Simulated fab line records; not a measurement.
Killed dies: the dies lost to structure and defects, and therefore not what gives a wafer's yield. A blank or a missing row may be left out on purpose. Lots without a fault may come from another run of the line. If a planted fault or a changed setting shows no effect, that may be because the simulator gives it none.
fab line records | flow n5_finfet
record lots=4 | wafers=12 | last_day=16
route steps=1938 shown ILD0@336 SDB@347 BEOL_M4@1111
lots untouched by any fault: they come from a run of this same line in which no faults occurred
start_h: hours from the record's opening day to when the first of the lot's shown wafers began | wait_h: hours elapsed since this lot's preceding step | " as in the row above | L1.1+2: several wafers, shown together as one row | - no value, or no start was given | * or withheld: withheld | < > ~ a bound
route shown NAME@n: names a module that has steps shown in the file, with the first one's number in the route | usual: mean/standard deviation taken from wafers without a fault | same: alike in all rows | chamber/n: place in a boat | sites: readings site by site | _std_site: the values' standard deviation | _edge_site: mean of outer sites minus mean of inner sites | radius_mm: how far each site lies from the wafer's centre | mask NAME#n: copy n | behind: the tool/chamber that last shaped the wafer | hold: the reason the lot was held/the length of the hold in hours/how it ended | device: whichever transistor did not switch (one of n, p or np) | end of line: at the end of the route, the tests of the same wafers | a step with no rows: only its recipe | killed: at the first sort, the dies lost to defects and structure; wafer yield is something else | map: a wafer's dies, marking killed ones x, the rest . and places with no die _
set.NAME: the setting the step ran with; set.NAME@STEP: the setting that earlier step ran with | model.NAME: the simulator's own value behind a step, which no gauge read
certain route steps with their lots: each step a table, each wafer a row
services: a tool's chamber out of use, with start hour (start_h, from the record's first day; less than 0 if before it), hours out, and reason
## steps
# step N5_ILD0_FCVD_FILL_01
# recipe material=SiO2_flowable | target_thk_a=2000 | temp_c=100 | pressure_torr=0.8 | rf_w=2000 | time_s=328.3
# step N5_ILD0_CURE_02
# recipe temp_c=450 | time_s=1800 | ambient=steam | idle_temp_c=400 | ramp_up_c_per_min=5 | ramp_down_c_per_min=3 | densification_p_h2o_torr=640
# step N5_ILD0_CMP_03
# recipe stop_on=SiNx | t_overpolish_s=1.9 | post_cmp_clean=alkaline_brush | down_force_psi=4.1491 | platen_rpm=51.796 | pad_velocity_m_s=1.0306 | target_thk_nm=197.38
# step N5_ILD0_CMP_07
# recipe stop_on=poly-Si | material=SiO2_flowable | t_overpolish_s=1.18 | post_cmp_clean=alkaline_brush | down_force_psi=4.1491 | platen_rpm=51.796 | pad_velocity_m_s=1.0306 | target_thk_nm=138.88
# step N5_ILD0_PRECLEAN_10
# recipe chemistry=NF3:NH3 | afs_cycles=5 | time_s=20 | temp_c=30 | sublimation_temp_c=180 | sublimation_time_s=60 | pressure_torr=3 | rf_power_w=30
# step N5_ILD0_ALD_15
# recipe material=SiNx | target_thk_a=240 | temp_c=400 | ald_precursor_family=SiH2I2 | ald_co_reactant=N2/H2-plasma | pulse_time_s=1 | ald_cycles=480 | purge_time_s=2 | co_reactant_purge_time_s=2 | pressure_torr=2
# step N5_ILD0_CMP_12
# recipe stop_on=poly-Si | material=SiNx | t_overpolish_s=6 | post_cmp_clean=alkaline_brush | down_force_psi=2.5 | platen_rpm=51.8 | pad_velocity_m_s=1.0307 | target_thk_nm=17.67
# step N5_SDB_HM_DEP_00
# recipe material=SiNx | target_thk_a=400 | temp_c=400 | precursor=SiH4/NH3/N2 | pressure_torr=1.5 | rf_w=300 | time_s=35.3
# step N5_SDB_COAT_03
# recipe resist=SOC | temp_c=250 | time_s=60 | spin_rpm=1500 | resist_thk_nm=100
# usual spin_speed_rpm=1500.1/1
# same time_s=60
lot.wafer | tool           | chamber | start_h | wait_h | spin_speed_rpm | model.SOC_of_SDB_COAT_03.thk_nm
L495.1    | litho_track-01 | 0       | 131.70  | 0.1    | 1501.3         | 99.6
L495.3    | "              | 0       | "       | "      | 1499.8         | 99.8
L495.5    | "              | 0       | "       | "      | 1499.8         | 99.6
L499.4    | litho_track-01 | 0       | 156.53  | 0.0    | 1376.3         | 104.2
L499.5    | "              | 0       | "       | "      | 1377.7         | 104.2
L499.6    | "              | 0       | "       | "      | 1378.3         | 103.8
L500.4    | litho_track-01 | 0       | 159.64  | 0.0    | 1375.7         | 104.6
L500.5    | "              | 0       | "       | "      | 1377.0         | 104.4
L500.6    | "              | 0       | "       | "      | 1378.3         | 104.4
L503.2    | litho_track-05 | 0       | 178.86  | 0.1    | 1499.4         | 100.4
L503.3    | "              | 0       | "       | "      | 1499.5         | 100.8
L503.4    | "              | 0       | "       | "      | 1500.6         | 100.4
# step N5_SDB_COAT_04
# recipe resist=SiARC | temp_c=220 | time_s=60 | spin_rpm=1500 | resist_thk_nm=18
# step N5_SDB_COAT_05
# recipe resist=CAR-ArF | spin_rpm=1500 | resist_thk_nm=90
# step N5_SDB_EBR_07
# recipe solvent=PGMEA | ebr_width_mm=1.5
# step N5_SDB_SOFTBAKE_06
# recipe temp_c=110 | time_s=60 | resist=CAR-ArF
# step N5_SDB_EXPOSE_08
# recipe mask_id=SDB | na=1.35 | source_shape=conventional | sigma_outer=0.5 | polarization=unpolarized | dose_mj=49.6
# step N5_SDB_PEB_09
# recipe peb_temp_c=withheld | peb_time_s=60 | resist=CAR-ArF
# step N5_SDB_DEVELOP_10
# recipe develop_time_s=30 | developer=TMAH | resist=CAR-ArF | rinse_liquid=diw | dry=air_spin | dev_temp_c=23
# step N5_SDB_DESCUM_16
# recipe chemistry=O2 | time_s=7.9 | source_power_w=50 | bias_power_w=20 | pressure_mtorr=20 | rf_frequency_hz=2.712e+07 | temp_c=40 | resist=CAR-ArF | o2_flow_sccm=225
# step N5_SDB_ETCH_17
# recipe chemistry=CF4 | target=SiARC | target_depth_a=234 | mask_material=CAR-ArF | time_s=39 | ion_energy_ev=80 | pressure_mtorr=40 | source_w=545 | bias_w=36 | Ar_flow_sccm=100 | cf4_flow_sccm=100 | ends=cleared
# step N5_SDB_ETCH_18
# recipe chemistry=N2/H2 | target=SOC | target_depth_a=1000 | overetch_a=200 | mask_material=SiARC | temp_c=40 | time_s=150 | ion_energy_ev=200 | pressure_mtorr=30 | source_w=840 | bias_w=150 | n2_flow_sccm=200 | h2_flow_sccm=200
# usual drypump_motor_current_A=5.6/0.51 | oes_product_au=0.70/0.08 | rf_fwd_power_W=837.2/2.7 | rf_vpp_V=523.6/2.4 | showerhead_plenum_p_Torr=2.54/0.079 | throttle_valve_pct=17.85/0.29
# same time_s=150
lot.wafer | tool        | chamber | start_h | wait_h | drypump_motor_current_A | oes_product_au | rf_fwd_power_W | rf_hours_counter_h | rf_vpp_V | showerhead_plenum_p_Torr | throttle_valve_pct | model.etch.depth_nm
L495.1    | rie_diel-03 | 2       | 132.10  | 0.0    | 5.9                     | 0.64           | 837.0          | 202                | 524.9    | 2.52                     | 17.94              | 99.6
L495.3    | "           | 0       | "       | "      | 6.2                     | 0.82           | 838.2          | 17                 | 521.8    | 2.49                     | 17.96              | 99.77
L495.5    | "           | 0       | "       | "      | 6.1                     | 0.81           | 835.3          | -                  | 522.5    | 2.49                     | 17.98              | 99.56
L499.4    | rie_diel-04 | 0       | 157.12  | 0.1    | 5.0                     | 0.63           | 838.6          | -                  | 522.8    | 2.53                     | 18.35              | 104.2
L499.5    | "           | 3       | "       | "      | 6.2                     | 0.64           | 835.9          | -                  | 523.4    | 2.50                     | 17.86              | 104.1
L499.6    | "           | 1       | "       | "      | 6.0                     | 0.67           | 838.1          | -                  | 527.0    | 2.63                     | 18.19              | 103.8
L500.4    | rie_diel-04 | 0       | 160.23  | 0.1    | 5.0                     | 0.63           | 833.4          | -                  | 523.0    | 2.53                     | 18.33              | 104.6
L500.5    | "           | 3       | "       | "      | 6.1                     | 0.64           | 839.0          | -                  | 522.8    | 2.50                     | 17.85              | 104.3
L500.6    | "           | 1       | "       | "      | 6.0                     | 0.68           | 835.2          | -                  | 525.8    | 2.63                     | 18.19              | 104.5
L503.2    | rie_diel-02 | 2       | 179.39  | 0.0    | 5.1                     | 0.75           | 836.9          | 60                 | 521.8    | 2.49                     | 17.77              | 100.3
L503.3    | "           | 3       | "       | "      | 5.3                     | 0.81           | 837.5          | 30                 | 528.4    | 2.69                     | 17.46              | 100.8
L503.4    | "           | 0       | "       | "      | 5.1                     | 0.64           | 837.8          | -                  | 519.8    | 2.40                     | 18.20              | 100.5
# step N5_SDB_STRIP_19
# recipe chemistry=N2/H2 | temp_c=40 | n2_flow_sccm=200 | h2_flow_sccm=200 | rf_frequency_hz=6e+07
# step N5_SDB_STRIP_21
# recipe chemistry=CF4 | resist=SiARC | power_w=300 | bias_power_w=75 | pressure_mtorr=50 | cf4_flow_sccm=150 | rf_frequency_hz=6e+07
# step N5_SDB_HM_OPEN_20
# recipe chemistry=CH3F/O2 | target=SiNx | mask_material=SOC | target_depth_a=240 | stop_on=poly-Si | over_etch_frac=0.4 | ion_energy_ev=120 | pressure_mtorr=30 | source_w=395 | bias_w=73 | Ar_flow_sccm=150 | CH3F_flow_sccm=30 | O2_flow_sccm=20
# usual drypump_motor_current_A=5.6/0.5 | oes_ar_750_au=0.78/0.088 | oes_product_au=0.64/0.073 | rf_fwd_power_W=392.3/1.3 | rf_vpp_V=301/5.5 | showerhead_plenum_p_Torr=1.99/0.064 | throttle_valve_pct=16.34/0.25
lot.wafer | tool        | chamber | start_h | wait_h | drypump_motor_current_A | oes_ar_750_au | oes_product_au | rf_fwd_power_W | rf_hours_counter_h | rf_vpp_V | showerhead_plenum_p_Torr | throttle_valve_pct | model.SOC_of_SDB_COAT_03.thk_nm
L495.1    | rie_diel-03 | 2       | 132.26  | 0.0    | 5.9                     | 0.71          | 0.58           | 392.7          | 202                | 311      | 1.98                     | 16.32              | 83.6
L495.3    | "           | 0       | "       | "      | 6.1                     | 0.91          | 0.72           | 392.7          | 17                 | 305      | 1.96                     | 16.45              | 83.4
L495.5    | "           | 0       | "       | "      | 6.1                     | 0.92          | 0.74           | 391.4          | -                  | 307      | 1.96                     | 16.46              | 83.2
L499.4    | rie_diel-04 | 0       | 157.24  | 0.0    | 5.0                     | 0.69          | 0.57           | 393.0          | -                  | 300      | 1.95                     | 16.54              | 88.4
L499.5    | "           | 3       | "       | "      | 6.2                     | 0.69          | 0.58           | 390.4          | -                  | 298      | 1.96                     | 16.44              | 88.4
L499.6    | "           | 1       | "       | "      | 6.0                     | 0.74          | 0.62           | 391.2          | -                  | 305      | 2.07                     | 16.71              | 87.6
L500.4    | rie_diel-04 | 0       | 160.35  | 0.0    | 5.0                     | 0.69          | 0.57           | 393.1          | -                  | 303      | 1.95                     | 16.53              | 88.6
L500.5    | "           | 3       | "       | "      | 6.1                     | 0.68          | 0.59           | 392.4          | -                  | 298      | 1.96                     | 16.44              | 88.6
L500.6    | "           | 1       | "       | "      | 6.0                     | 0.74          | 0.60           | 391.9          | -                  | 305      | 2.07                     | 16.72              | 88.6
L503.2    | rie_diel-02 | 2       | 179.54  | 0.0    | 5.1                     | 0.83          | 0.67           | 393.6          | 60                 | 295      | 1.94                     | 16.13              | 84.4
L503.3    | "           | 3       | "       | "      | 5.3                     | 0.90          | 0.75           | 393.3          | 30                 | 304      | 2.13                     | 16.12              | 84.4
L503.4    | "           | 0       | "       | "      | 5.1                     | 0.72          | 0.59           | 393.3          | -                  | 298      | 1.90                     | 16.85              | 85
# step N5_SDB_STRIP_22
# recipe chemistry=N2/H2 | power_w=1000 | temp_c=250 | h2_frac=0.65 | overash_fraction=0.3 | pressure_mtorr=withheld | n2_flow_sccm=1750 | h2_flow_sccm=3250
# usual drypump_motor_current_A=5.6/0.34 | heater_power_w=375/20 | oes_product_au=0.715/0.0043 | strip_time_to_endpoint_s=96.3/0.44
lot.wafer | tool            | chamber | start_h | wait_h | drypump_motor_current_A | heater_power_w | oes_product_au | rf_hours_counter_h | strip_time_to_endpoint_s
L495.1    | plasma_asher-02 | 1       | 132.34  | 0.1    | 5.4                     | 368            | 0.717          | 49                 | 95.9
L495.3    | "               | 1       | "       | "      | 5.4                     | 359            | 0.717          | -                  | 95.7
L495.5    | "               | 0       | "       | "      | 5.7                     | 386            | 0.716          | -                  | 95.5
L499.4    | plasma_asher-02 | 0       | 157.33  | 0.1    | 5.7                     | 374            | 0.722          | -                  | 100.4
L499.5    | "               | 1       | "       | "      | 5.4                     | 365            | 0.721          | -                  | 100.3
L499.6    | "               | 0       | "       | "      | 5.6                     | 377            | 0.713          | -                  | 99.7
L500.4    | plasma_asher-02 | 1       | 160.44  | 0.1    | 5.4                     | 365            | 0.716          | -                  | 100.6
L500.5    | "               | 1       | "       | "      | 5.4                     | 358            | 0.714          | -                  | 100.6
L500.6    | "               | 0       | "       | "      | 5.6                     | 383            | 0.718          | -                  | 100.5
L503.2    | plasma_asher-02 | 1       | 179.62  | 0.1    | 5.4                     | 363            | 0.722          | 58                 | 96.6
L503.3    | "               | 0       | "       | "      | 5.7                     | 385            | 0.714          | -                  | 96.6
L503.4    | "               | 1       | "       | "      | 5.4                     | 358            | 0.716          | -                  | 97.1
# step N5_SDB_PRECLEAN_23
# recipe chemistry=dHF | time_s=30 | temp_c=25 | dilution=withheld
# step N5_BEOL_M4_RC_MEAS_101
# usual DIBL_N=35.8/1.5 | DIBL_P=35.9/1.8 | IOFF_N=0.152/0.025 | IOFF_P=0.21/0.031 | ION_N=672/11 | ION_P=462/7.4 | SS_N=71.5/0.52 | SS_P=73.2/0.54 | VT_N=250/3 | VT_P=-250/3.3
lot.wafer | tool      | chamber | start_h | wait_h | DIBL_N[mV/V] | DIBL_P[mV/V] | IOFF_N[nA/um] | IOFF_P[nA/um] | ION_N[uA/um] | ION_P[uA/um] | SS_N[mV/dec] | SS_P[mV/dec] | VT_N[mV] | VT_P[mV]
L495.1    | prober-02 | 0       | 239.91  | 0.0    | 36.5         | 35.2         | 0.162         | 0.21          | 666          | 460          | 70.8         | 73.9         | 248      | -250
L495.3    | "         | 0       | "       | "      | 38.4         | 38.1         | 0.206         | 0.26          | 677          | 467          | 72.6         | 73.8         | 246      | -250
L495.5    | "         | 0       | "       | "      | 35.9         | 34.5         | 0.146         | 0.20          | 670          | 460          | 71.6         | 73.1         | 251      | -251
L499.4    | prober-02 | 0       | 262.10  | 0.5    | 34.4         | 35.2         | 0.132         | 0.20          | 667          | 466          | 71.5         | 72.7         | 252      | -250
L499.5    | "         | 0       | "       | "      | 35.7         | 36.7         | 0.153         | 0.21          | 680          | 465          | 71.1         | 73.0         | 248      | -248
L499.6    | "         | 0       | "       | "      | 34.7         | 34.7         | 0.126         | 0.19          | 656          | 454          | 71.1         | 73.1         | 256      | -251
L500.4    | prober-01 | 0       | 264.18  | 0.5    | 33.9         | 34.5         | 0.137         | 0.21          | 658          | 459          | 71.7         | 72.7         | 251      | -250
L500.5    | "         | 0       | "       | "      | 36.2         | 36.7         | 0.179         | 0.25          | 665          | 467          | 72.8         | 73.0         | 247      | -245
L500.6    | "         | 0       | "       | "      | 36.5         | 38.1         | 0.194         | 0.27          | 694          | 476          | 72.0         | 73.1         | 247      | -247
L503.2    | prober-02 | 0       | 285.99  | 0.2    | 34.3         | 35.6         | 0.129         | 0.20          | 669          | 464          | 71.0         | 73.1         | 256      | -252
L503.3    | "         | 0       | "       | "      | 34.3         | 36.2         | 0.141         | 0.21          | 676          | 466          | 70.4         | 73.1         | 252      | -253
L503.4    | "         | 0       | "       | "      | 36.2         | 38.6         | 0.161         | 0.24          | 677          | 468          | 71.2         | 73.8         | 250      | -252
## services
tool        | chamber | start_h | hours | kind
rie_diel-03 | 1       | 129.58  | 13.2  | repair
rie_diel-04 | 2       | 139.87  | -     | clean
rie_diel-04 | 2       | 139.87  | -     | consumable_replace:focus_ring
rie_diel-04 | 2       | 139.87  | 23.9  | scheduled_down
rie_diel-04 | 2       | 139.87  | 23.9  | vent_cycle
rie_diel-04 | 3       | 163.89  | -     | clean
rie_diel-04 | 3       | 163.89  | -     | consumable_replace:focus_ring
rie_diel-04 | 3       | 163.89  | 13.6  | scheduled_down
rie_diel-04 | 3       | 163.89  | 13.6  | vent_cycle
rie_diel-02 | 1       | 166.72  | -     | clean
rie_diel-02 | 1       | 166.72  | -     | consumable_replace:focus_ring
rie_diel-02 | 1       | 166.72  | 15.5  | scheduled_down
rie_diel-02 | 1       | 166.72  | 15.5  | vent_cycle
rie_diel-04 | 0       | 177.63  | -     | clean
rie_diel-04 | 0       | 177.63  | -     | consumable_replace:focus_ring
rie_diel-04 | 0       | 177.63  | 29.9  | scheduled_down
rie_diel-04 | 0       | 177.63  | 29.9  | vent_cycle
## key
first_sign step=N5_SDB_COAT_03 | reading=spin_speed_rpm | direction=down | sigmas=99+ | usual=* | struck=*
effect step=N5_SDB_STRIP_22 | reading=strip_time_to_endpoint_s | direction=up | sigmas=9.2 | usual=* | struck=*
model_effect step=N5_SDB_COAT_03 | value=SOC_of_SDB_COAT_03.thk_nm | without=99.93 | struck=104.3
model_effect step=N5_SDB_ETCH_18 | value=etch.depth_nm | without=99.91 | struck=104.3
model_effect step=N5_SDB_HM_OPEN_20 | value=SOC_of_SDB_COAT_03.thk_nm | without=84.03 | struck=88.37
met_at N5_SDB_COAT_03
struck_wafers L499.4,L499.5,L499.6,L500.4,L500.5,L500.6
onset_between 131.70 156.53
fault kind=process_parameter_drift | tool=litho_track-01 | chamber=- | onset_h=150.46 | steps=N5_SDB_COAT_03 | channel=spin_rpm | offset=* | shape=step | end_h=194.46 | acts_in=* | stated=*
